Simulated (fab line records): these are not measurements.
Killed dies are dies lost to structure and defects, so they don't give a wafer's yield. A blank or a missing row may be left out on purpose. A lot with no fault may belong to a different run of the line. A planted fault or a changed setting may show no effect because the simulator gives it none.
Which tool is to blame? || flow n5Finfet || Sampling: 9 lots, 27 wafers, 5 of 1938 route steps

== WHAT EACH GAUGE READ, for each wafer ==
N5_BEOL_M4_RC_MEAS_101. Usual: DIBL_N 36.7 mV/V, standard deviation 2.4; DIBL_P 37.4 mV/V, standard deviation 2.9; EOT_P 10.47, standard deviation 0.1; IGATE_P 0.0038 nA/um, standard deviation 0.00073; IOFF_N 0.18 nA/um, standard deviation 0.05; IOFF_N_85C 3.4 nA/um, standard deviation 0.81; IOFF_N_LIN 0.080 nA/um, standard deviation 0.018; IOFF_N_LONG 5.5e-05 nA/um, standard deviation 3.2e-06; IOFF_P 0.23 nA/um, standard deviation 0.058; IOFF_P_85C 3.9 nA/um, standard deviation 0.82; IOFF_P_LIN 0.105 nA/um, standard deviation 0.02; IOFF_P_LONG 0.000105 nA/um, standard deviation 9.9e-06; ION_N 683 uA/um, standard deviation 16; ION_P 467 uA/um, standard deviation 11; SS_N 71.7 mV/dec, standard deviation 0.77; SS_P 73.5 mV/dec, standard deviation 0.87; VT_N 249 mV, standard deviation 4.3; VT_N_LONG 274.9 mV, standard deviation 1.9; VT_N_LVT 97 mV, standard deviation 4.5; VT_P -250 mV, standard deviation 4.4; VT_P_LONG -275 mV, standard deviation 3.3; VT_P_LVT -98 mV, standard deviation 3.7.
{"lot": "L286", "measured": "day 7 13:15", "on": "prober-01", "DIBL_N (mV/V)": "38.7 35.2 33.1", "DIBL_P (mV/V)": "41.7 37.8 33.2", "EOT_P": "10.39 10.48 10.50", "IGATE_P (nA/um)": "0.0043 0.0041 0.0031", "IOFF_N (nA/um)": "0.22 0.16 0.11", "IOFF_N_85C (nA/um)": "4.0 3.1 2.2", "IOFF_N_LIN (nA/um)": "0.094 0.074 0.053", "IOFF_N_LONG (nA/um)": "5.3e-05 5.3e-05 5.4e-05", "IOFF_P (nA/um)": "0.29 0.22 0.14", "IOFF_P_85C (nA/um)": "4.6 3.7 2.6", "IOFF_P_LIN (nA/um)": "0.119 0.101 0.075", "IOFF_P_LONG (nA/um)": "9.6e-05 0.000102 9.4e-05", "ION_N (uA/um)": "691 671 657", "ION_P (uA/um)": "467 461 456", "SS_N (mV/dec)": "72.6 71.3 71.1", "SS_P (mV/dec)": "75.5 73.5 72.6", "VT_N (mV)": "244 251 254", "VT_N_LONG (mV)": "277.5 276.4 278.8", "VT_N_LVT (mV)": "95 98 105", "VT_P (mV)": "-248 -251 -257", "VT_P_LONG (mV)": "-278 -278 -278", "VT_P_LVT (mV)": "-98 -100 -105", "flag": ""}
{"lot": "L289", "measured": "day 8 13:13", "on": "prober-02", "DIBL_N (mV/V)": "44.2 35.3 38.9", "DIBL_P (mV/V)": "45.7 36.6 40.1", "EOT_P": "10.58 10.36 10.49", "IGATE_P (nA/um)": "0.0035 0.0042 0.0040", "IOFF_N (nA/um)": "0.35 0.15 0.20", "IOFF_N_85C (nA/um)": "6.2 3.0 3.7", "IOFF_N_LIN (nA/um)": "0.134 0.071 0.084", "IOFF_N_LONG (nA/um)": "5.2e-05 5.1e-05 5.2e-05", "IOFF_P (nA/um)": "0.40 0.23 0.28", "IOFF_P_85C (nA/um)": "6.2 3.9 4.6", "IOFF_P_LIN (nA/um)": "0.155 0.107 0.123", "IOFF_P_LONG (nA/um)": "9.2e-05 0.000101 9.5e-05", "ION_N (uA/um)": "696 685 669", "ION_P (uA/um)": "473 471 463", "SS_N (mV/dec)": "73.9 71.3 72.6", "SS_P (mV/dec)": "76.2 73.1 73.9", "VT_N (mV)": "242 251 247", "VT_N_LONG (mV)": "277.3 276.9 278.3", "VT_N_LVT (mV)": "91 101 99", "VT_P (mV)": "-242 -250 -247", "VT_P_LONG (mV)": "-276 -274 -279", "VT_P_LVT (mV)": "-93 -99 -98", "flag": ""}
{"lot": "L290", "measured": "day 8 22:30", "on": "prober-01", "DIBL_N (mV/V)": "37.9 33.1 34.5", "DIBL_P (mV/V)": "36.9 32.0 32.7", "EOT_P": "10.56 10.50 10.38", "IGATE_P (nA/um)": "0.0028 0.0033 0.0042", "IOFF_N (nA/um)": "0.17 0.11 0.12", "IOFF_N_85C (nA/um)": "3.2 2.3 2.4", "IOFF_N_LIN (nA/um)": "0.074 0.055 0.057", "IOFF_N_LONG (nA/um)": "5.2e-05 5.3e-05 5.3e-05", "IOFF_P (nA/um)": "0.20 0.14 0.14", "IOFF_P_85C (nA/um)": "3.5 2.6 2.7", "IOFF_P_LIN (nA/um)": "0.091 0.071 0.073", "IOFF_P_LONG (nA/um)": "9.7e-05 0.000103 0.000102", "ION_N (uA/um)": "657 679 660", "ION_P (uA/um)": "450 458 447", "SS_N (mV/dec)": "72.0 71.3 70.7", "SS_P (mV/dec)": "73.5 71.7 72.0", "VT_N (mV)": "251 252 257", "VT_N_LONG (mV)": "274.1 274.9 275.7", "VT_N_LVT (mV)": "100 103 103", "VT_P (mV)": "-251 -257 -256", "VT_P_LONG (mV)": "-279 -279 -276", "VT_P_LVT (mV)": "-101 -106 -104", "flag": ""}
{"lot": "L292", "measured": "day 9 09:02", "on": "prober-01", "DIBL_N (mV/V)": "36.1 37.2 36.5", "DIBL_P (mV/V)": "36.6 36.7 36.5", "EOT_P": "10.53 10.60 10.42", "IGATE_P (nA/um)": "0.0036 0.0028 0.0041", "IOFF_N (nA/um)": "0.17 0.17 0.17", "IOFF_N_85C (nA/um)": "3.3 3.4 3.3", "IOFF_N_LIN (nA/um)": "0.080 0.079 0.078", "IOFF_N_LONG (nA/um)": "6.1e-05 6e-05 6.2e-05", "IOFF_P (nA/um)": "0.26 0.24 0.24", "IOFF_P_85C (nA/um)": "4.4 4.0 4.1", "IOFF_P_LIN (nA/um)": "0.124 0.113 0.115", "IOFF_P_LONG (nA/um)": "0.000121 0.000121 0.00012", "ION_N (uA/um)": "687 664 688", "ION_P (uA/um)": "481 454 474", "SS_N (mV/dec)": "71.3 72.0 71.9", "SS_P (mV/dec)": "73.1 73.6 73.3", "VT_N (mV)": "246 249 249", "VT_N_LONG (mV)": "273.6 274.1 273.0", "VT_N_LVT (mV)": "96 96 98", "VT_P (mV)": "-246 -246 -248", "VT_P_LONG (mV)": "-272 -272 -271", "VT_P_LVT (mV)": "-93 -96 -95", "flag": ""}
{"lot": "L294", "measured": "day 9 17:10", "on": "prober-01", "DIBL_N (mV/V)": "39.1 35.8 39.2", "DIBL_P (mV/V)": "37.9 35.5 39.8", "EOT_P": "10.58 10.50 10.59", "IGATE_P (nA/um)": "0.0037 0.0038 0.0033", "IOFF_N (nA/um)": "0.23 0.16 0.24", "IOFF_N_85C (nA/um)": "4.3 3.2 4.4", "IOFF_N_LIN (nA/um)": "0.091 0.074 0.101", "IOFF_N_LONG (nA/um)": "5.8e-05 5.7e-05 5.7e-05", "IOFF_P (nA/um)": "0.31 0.25 0.35", "IOFF_P_85C (nA/um)": "5.1 4.2 5.7", "IOFF_P_LIN (nA/um)": "0.139 0.118 0.149", "IOFF_P_LONG (nA/um)": "0.000122 0.000119 0.000123", "ION_N (uA/um)": "676 682 699", "ION_P (uA/um)": "473 475 477", "SS_N (mV/dec)": "73.1 71.4 71.8", "SS_P (mV/dec)": "73.8 73.0 74.4", "VT_N (mV)": "245 250 244", "VT_N_LONG (mV)": "273.7 271.7 271.9", "VT_N_LVT (mV)": "98 101 95", "VT_P (mV)": "-244 -248 -241", "VT_P_LONG (mV)": "-270 -270 -270", "VT_P_LVT (mV)": "-94 -96 -92", "flag": ""}
{"lot": "L295", "measured": "day 10 00:06", "on": "prober-01", "DIBL_N (mV/V)": "38.4 38.5 37.4", "DIBL_P (mV/V)": "38.5 38.8 36.5", "EOT_P": "10.58 10.46 10.61", "IGATE_P (nA/um)": "0.0036 0.0038 0.0031", "IOFF_N (nA/um)": "0.19 0.21 0.18", "IOFF_N_85C (nA/um)": "3.6 3.8 3.4", "IOFF_N_LIN (nA/um)": "0.089 0.096 0.083", "IOFF_N_LONG (nA/um)": "5.7e-05 5.9e-05 5.8e-05", "IOFF_P (nA/um)": "0.28 0.29 0.26", "IOFF_P_85C (nA/um)": "4.6 4.8 4.4", "IOFF_P_LIN (nA/um)": "0.126 0.133 0.122", "IOFF_P_LONG (nA/um)": "0.000121 0.000121 0.000116", "ION_N (uA/um)": "692 703 680", "ION_P (uA/um)": "482 484 470", "SS_N (mV/dec)": "72.2 72.1 72.1", "SS_P (mV/dec)": "74.2 73.7 73.5", "VT_N (mV)": "249 245 245", "VT_N_LONG (mV)": "272.3 272.8 274.3", "VT_N_LVT (mV)": "98 95 98", "VT_P (mV)": "-246 -246 -246", "VT_P_LONG (mV)": "-272 -269 -269", "VT_P_LVT (mV)": "-94 -94 -95", "flag": ""}
{"lot": "L296", "measured": "day 10 08:22", "on": "prober-01", "DIBL_N (mV/V)": "41.1 33.5 36.9", "DIBL_P (mV/V)": "42.0 33.5 37.0", "EOT_P": "10.24 10.38 10.25", "IGATE_P (nA/um)": "0.0052 0.0043 0.0050", "IOFF_N (nA/um)": "0.25 0.11 0.16", "IOFF_N_85C (nA/um)": "4.5 2.3 3.1", "IOFF_N_LIN (nA/um)": "0.108 0.058 0.076", "IOFF_N_LONG (nA/um)": "5.4e-05 5.4e-05 5.3e-05", "IOFF_P (nA/um)": "0.24 0.13 0.17", "IOFF_P_85C (nA/um)": "4.2 2.5 3.1", "IOFF_P_LIN (nA/um)": "0.106 0.071 0.082", "IOFF_P_LONG (nA/um)": "9.9e-05 9.5e-05 8.8e-05", "ION_N (uA/um)": "699 681 680", "ION_P (uA/um)": "458 466 450", "SS_N (mV/dec)": "73.2 70.7 72.0", "SS_P (mV/dec)": "74.5 72.6 73.5", "VT_N (mV)": "246 253 250", "VT_N_LONG (mV)": "275.9 274.3 275.4", "VT_N_LVT (mV)": "91 100 95", "VT_P (mV)": "-251 -259 -256", "VT_P_LONG (mV)": "-280 -279 -282", "VT_P_LVT (mV)": "-99 -105 -102", "flag": ""}
{"lot": "L304", "measured": "day 12 02:56", "on": "prober-01", "DIBL_N (mV/V)": "33.4 38.5 38.0", "DIBL_P (mV/V)": "33.2 38.8 37.9", "EOT_P": "10.77 10.50 10.43", "IGATE_P (nA/um)": "0.0008 0.0035 0.0038", "IOFF_N (nA/um)": "0.00 0.20 0.20", "IOFF_N_85C (nA/um)": "0.1 3.8 3.7", "IOFF_N_LIN (nA/um)": "0.001 0.092 0.092", "IOFF_N_LONG (nA/um)": "2.4e-05 5.6e-05 5.7e-05", "IOFF_P (nA/um)": "1.25 0.25 0.25", "IOFF_P_85C (nA/um)": "16.2 4.3 4.2", "IOFF_P_LIN (nA/um)": "0.630 0.110 0.110", "IOFF_P_LONG (nA/um)": "0.000418 0.000102 0.000107", "ION_N (uA/um)": "396 689 702", "ION_P (uA/um)": "543 472 474", "SS_N (mV/dec)": "71.7 72.1 72.0", "SS_P (mV/dec)": "72.5 74.1 74.1", "VT_N (mV)": "384 247 247", "VT_N_LONG (mV)": "399.7 273.9 275.6", "VT_N_LVT (mV)": "230 90 92", "VT_P (mV)": "-198 -249 -248", "VT_P_LONG (mV)": "-232 -278 -276", "VT_P_LVT (mV)": "-44 -95 -95", "flag": "OFF"}
{"lot": "L306", "measured": "day 12 21:37", "on": "prober-01", "DIBL_N (mV/V)": "37.8 34.5 35.6", "DIBL_P (mV/V)": "41.8 35.3 39.0", "EOT_P": "10.91 10.56 10.90", "IGATE_P (nA/um)": "0.0006 0.0031 0.0006", "IOFF_N (nA/um)": "0.00 0.13 0.00", "IOFF_N_85C (nA/um)": "0.1 2.6 0.1", "IOFF_N_LIN (nA/um)": "0.001 0.063 0.001", "IOFF_N_LONG (nA/um)": "2.3e-05 5.7e-05 2.4e-05", "IOFF_P (nA/um)": "2.09 0.15 1.71", "IOFF_P_85C (nA/um)": "25.0 2.8 21.2", "IOFF_P_LIN (nA/um)": "0.928 0.077 0.805", "IOFF_P_LONG (nA/um)": "0.000394 8.9e-05 0.000385", "ION_N (uA/um)": "376 664 375", "ION_P (uA/um)": "543 449 532", "SS_N (mV/dec)": "72.2 71.4 71.5", "SS_P (mV/dec)": "74.0 72.8 73.5", "VT_N (mV)": "384 251 382", "VT_N_LONG (mV)": "408.0 276.7 409.2", "VT_N_LVT (mV)": "231 98 234", "VT_P (mV)": "-190 -256 -192", "VT_P_LONG (mV)": "-233 -280 -231", "VT_P_LVT (mV)": "-39 -103 -41", "flag": "OFF"}

== WHAT TOOL EACH LOT RAN ON (gives the tool, then ch and the chambers of the sampled wafers, and finally the start) ==
{"lot": "L286", "N5_HKMG_FIN_CVD_62": "thermalCvdSi-01 ch 0,2, day 4 03:32", "N5_BEOL_M4_ANNEAL_89": "pvdSputter-01, day 7 10:34", "N5_BEOL_M4_SPUTTER_94": "pvdSputter-01, day 7 11:08", "N5_BEOL_M4_ANNEAL_95": "pvdSputter-01, day 7 11:13"}
{"lot": "L289", "N5_HKMG_FIN_CVD_62": "thermalCvdSi-02 ch 0,1,2, day 4 23:41", "N5_BEOL_M4_ANNEAL_89": "pvdSputter-03, day 8 11:10", "N5_BEOL_M4_SPUTTER_94": "pvdSputter-03, day 8 11:45", "N5_BEOL_M4_ANNEAL_95": "pvdSputter-03, day 8 11:50"}
{"lot": "L290", "N5_HKMG_FIN_CVD_62": "thermalCvdSi-01 ch 1,2, day 5 01:22", "N5_BEOL_M4_ANNEAL_89": "pvdSputter-01, day 8 20:27", "N5_BEOL_M4_SPUTTER_94": "pvdSputter-01, day 8 21:02", "N5_BEOL_M4_ANNEAL_95": "pvdSputter-01, day 8 21:07"}
{"lot": "L292", "N5_HKMG_FIN_CVD_62": "thermalCvdSi-01 ch 0,1, day 5 18:06", "N5_BEOL_M4_ANNEAL_89": "pvdSputter-01, day 9 07:08", "N5_BEOL_M4_SPUTTER_94": "pvdSputter-01, day 9 07:43", "N5_BEOL_M4_ANNEAL_95": "pvdSputter-01, day 9 07:48"}
{"lot": "L294", "N5_HKMG_FIN_CVD_62": "thermalCvdSi-01 ch 0,1,2, day 6 04:17", "N5_BEOL_M4_ANNEAL_89": "pvdSputter-01, day 9 14:54", "N5_BEOL_M4_SPUTTER_94": "pvdSputter-01, day 9 15:29", "N5_BEOL_M4_ANNEAL_95": "pvdSputter-01, day 9 15:34"}
{"lot": "L295", "N5_HKMG_FIN_CVD_62": "thermalCvdSi-02 ch 0,1,2, day 6 06:33", "N5_BEOL_M4_ANNEAL_89": "pvdSputter-03, day 9 22:10", "N5_BEOL_M4_SPUTTER_94": "pvdSputter-03, day 9 22:45", "N5_BEOL_M4_ANNEAL_95": "pvdSputter-03, day 9 22:50"}
{"lot": "L296", "N5_HKMG_FIN_CVD_62": "thermalCvdSi-01 ch 0,1, day 6 17:14", "N5_BEOL_M4_ANNEAL_89": "pvdSputter-01, day 10 06:16", "N5_BEOL_M4_SPUTTER_94": "pvdSputter-01, day 10 06:50", "N5_BEOL_M4_ANNEAL_95": "pvdSputter-01, day 10 06:55"}
{"lot": "L304", "N5_HKMG_FIN_CVD_62": "thermalCvdSi-01 ch 0,1,2, day 8 12:51", "N5_BEOL_M4_ANNEAL_89": "pvdSputter-01, day 12 00:52", "N5_BEOL_M4_SPUTTER_94": "pvdSputter-01, day 12 01:27", "N5_BEOL_M4_ANNEAL_95": "pvdSputter-01, day 12 01:32"}
{"lot": "L306", "N5_HKMG_FIN_CVD_62": "thermalCvdSi-01 ch 0,1,2, day 9 05:35", "N5_BEOL_M4_ANNEAL_89": "pvdSputter-02, day 12 19:32", "N5_BEOL_M4_SPUTTER_94": "pvdSputter-02, day 12 20:07", "N5_BEOL_M4_ANNEAL_95": "pvdSputter-02, day 12 20:12"}
- N5_HKMG_FIN_CVD_62: deposits a-Si from Si2H6, target thk 3 nm, time 20.8 s.
- N5_BEOL_M4_ANNEAL_89: time 240 s.
- N5_BEOL_M4_SPUTTER_94: material Cu, target thk 4.5 nm, time 8.29 s.
- N5_BEOL_M4_ANNEAL_95: time 240 s.

== AS READ BY THE TOOLS THEMSELVES (means over the sampled wafers that have a number; for cases with no such wafer, the mark the record gives instead) ==
N5_HKMG_FIN_CVD_62. Usual: 1413 W for heaterPowerW, sd 180.
{"lot": "L286", "tool": "thermalCvdSi-01", "heaterPowerW (W)": 1207, "flag": ""}
{"lot": "L289", "tool": "thermalCvdSi-02", "heaterPowerW (W)": 1549, "flag": ""}
{"lot": "L290", "tool": "thermalCvdSi-01", "heaterPowerW (W)": 1292, "flag": ""}
{"lot": "L292", "tool": "thermalCvdSi-01", "heaterPowerW (W)": 1372, "flag": ""}
{"lot": "L294", "tool": "thermalCvdSi-01", "heaterPowerW (W)": 1282, "flag": ""}
{"lot": "L295", "tool": "thermalCvdSi-02", "heaterPowerW (W)": 1548, "flag": ""}
{"lot": "L296", "tool": "thermalCvdSi-01", "heaterPowerW (W)": 1335, "flag": ""}
{"lot": "L304", "tool": "thermalCvdSi-01", "heaterPowerW (W)": 1294, "flag": ""}
{"lot": "L306", "tool": "thermalCvdSi-01", "heaterPowerW (W)": 1285, "flag": ""}

N5_BEOL_M4_ANNEAL_89. Usual: 810 W for heaterPowerW, sd 97.
{"lot": "L286", "tool": "pvdSputter-01", "heaterPowerW (W)": 799, "flag": ""}
{"lot": "L289", "tool": "pvdSputter-03", "heaterPowerW (W)": 800, "flag": ""}
{"lot": "L290", "tool": "pvdSputter-01", "heaterPowerW (W)": 774, "flag": ""}
{"lot": "L292", "tool": "pvdSputter-01", "heaterPowerW (W)": 828, "flag": ""}
{"lot": "L294", "tool": "pvdSputter-01", "heaterPowerW (W)": 740, "flag": ""}
{"lot": "L295", "tool": "pvdSputter-03", "heaterPowerW (W)": 753, "flag": ""}
{"lot": "L296", "tool": "pvdSputter-01", "heaterPowerW (W)": 817, "flag": ""}
{"lot": "L304", "tool": "pvdSputter-01", "heaterPowerW (W)": 733, "flag": ""}
{"lot": "L306", "tool": "pvdSputter-02", "heaterPowerW (W)": 764, "flag": ""}

N5_BEOL_M4_SPUTTER_94. Usual: 29.7 % for throttleValvePct, sd 0.89.
{"lot": "L286", "tool": "pvdSputter-01", "throttleValvePct (%)": 30.3, "flag": ""}
{"lot": "L289", "tool": "pvdSputter-03", "throttleValvePct (%)": 29.7, "flag": ""}
{"lot": "L290", "tool": "pvdSputter-01", "throttleValvePct (%)": 29.6, "flag": ""}
{"lot": "L292", "tool": "pvdSputter-01", "throttleValvePct (%)": 29.7, "flag": ""}
{"lot": "L294", "tool": "pvdSputter-01", "throttleValvePct (%)": 30.3, "flag": ""}
{"lot": "L295", "tool": "pvdSputter-03", "throttleValvePct (%)": 30.2, "flag": ""}
{"lot": "L296", "tool": "pvdSputter-01", "throttleValvePct (%)": 29.4, "flag": ""}
{"lot": "L304", "tool": "pvdSputter-01", "throttleValvePct (%)": 30.2, "flag": ""}
{"lot": "L306", "tool": "pvdSputter-02", "throttleValvePct (%)": 29.2, "flag": ""}

N5_BEOL_M4_ANNEAL_95. Usual: 810 W for heaterPowerW, sd 96.
{"lot": "L286", "tool": "pvdSputter-01", "heaterPowerW (W)": 801, "flag": ""}
{"lot": "L289", "tool": "pvdSputter-03", "heaterPowerW (W)": 797, "flag": ""}
{"lot": "L290", "tool": "pvdSputter-01", "heaterPowerW (W)": 789, "flag": ""}
{"lot": "L292", "tool": "pvdSputter-01", "heaterPowerW (W)": 827, "flag": ""}
{"lot": "L294", "tool": "pvdSputter-01", "heaterPowerW (W)": 729, "flag": ""}
{"lot": "L295", "tool": "pvdSputter-03", "heaterPowerW (W)": 750, "flag": ""}
{"lot": "L296", "tool": "pvdSputter-01", "heaterPowerW (W)": 832, "flag": ""}
{"lot": "L304", "tool": "pvdSputter-01", "heaterPowerW (W)": 737, "flag": ""}
{"lot": "L306", "tool": "pvdSputter-02", "heaterPowerW (W)": 765, "flag": ""}

== THE ANSWER, worked out from the rows above alone ==
Rule: lot off if the mean of its wafers having a number is beyond 3 standard deviations from the usual mean. A lot without any number at a reading at which 4 lots or more have one is off too. All remaining lots with rows at the step are treated as sound. The gauges are gone through in route order, then the tools' own readings, and for those a lot's mean is taken as printed above. The first step at which some lot is off is used, and at that step the reading that is off furthest; a lot without a number counts as furthest.
Off: at N5_BEOL_M4_RC_MEAS_101 (VT_N_LONG), L304, L306.
A tool fits if, at a process step before that reading, it ran every lot that is off, and no sound lot after the first of them. Those tools and the gauges at N5_BEOL_M4_RC_MEAS_101 are tried in the same way. Can't be told from this: 2 tools fit, thermalCvdSi-01 at N5_HKMG_FIN_CVD_62, prober-01 at N5_BEOL_M4_RC_MEAS_101.

== WHAT THE SIMULATOR PUT IN ==
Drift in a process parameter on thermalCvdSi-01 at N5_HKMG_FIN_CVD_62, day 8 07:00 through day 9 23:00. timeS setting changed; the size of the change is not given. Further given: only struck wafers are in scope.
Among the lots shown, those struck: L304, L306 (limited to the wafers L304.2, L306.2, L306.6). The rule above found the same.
